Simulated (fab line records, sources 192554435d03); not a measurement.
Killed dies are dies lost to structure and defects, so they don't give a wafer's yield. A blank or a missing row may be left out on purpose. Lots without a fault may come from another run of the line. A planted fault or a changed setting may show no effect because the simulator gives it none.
Chamber matching | flow n5_finfet | N5_GATE_CUT_STRIP_41 on rie_diel-04: 4 sister chambers
The step strips in CF4. 4 wafers are shown with their chamber, then 7 later ones without.

WAFERS WITH THEIR CHAMBER
wafer  | chamber | showerhead_plenum_p_Torr (Torr)
L084.1 | 1       | 1.73
L084.5 | 3       | 1.70
L092.1 | 0       | 1.78
L092.4 | 2       | 1.87

WAFERS WITHOUT THEIR CHAMBER
wafer  | showerhead_plenum_p_Torr (Torr)
L092.5 | 1.78
L093.1 | 1.70
L093.4 | 1.73
L093.6 | 1.87
L096.1 | 1.73
L096.3 | 1.86
L096.5 | 1.78

WHICH CHAMBER EACH WENT THROUGH
wafer  | from the rows above | in truth
L092.5 | 0                   | 0
L093.1 | 3                   | 3
L093.4 | 1                   | 1
L093.6 | 2                   | 2
L096.1 | 1                   | 1
L096.3 | 2                   | 2
L096.5 | 0                   | 0
Placed correctly: 7 of 7. Can't be placed from these rows: 0. Placed wrongly: 0.
How it was worked out, from the rows above alone: a wafer's distance from a chamber is the root of the sum, over the readings, of the square of ((its reading less the chamber's mean) divided by the reading's scatter). The wafer belongs to the nearest chamber; if the next one is less than 2 further off, it can't be placed. A chamber's mean is the mean of its shown wafers. The scatter: with one shown wafer a chamber, the root of the mean of the squares of how far each hidden wafer lies from its nearest shown one.
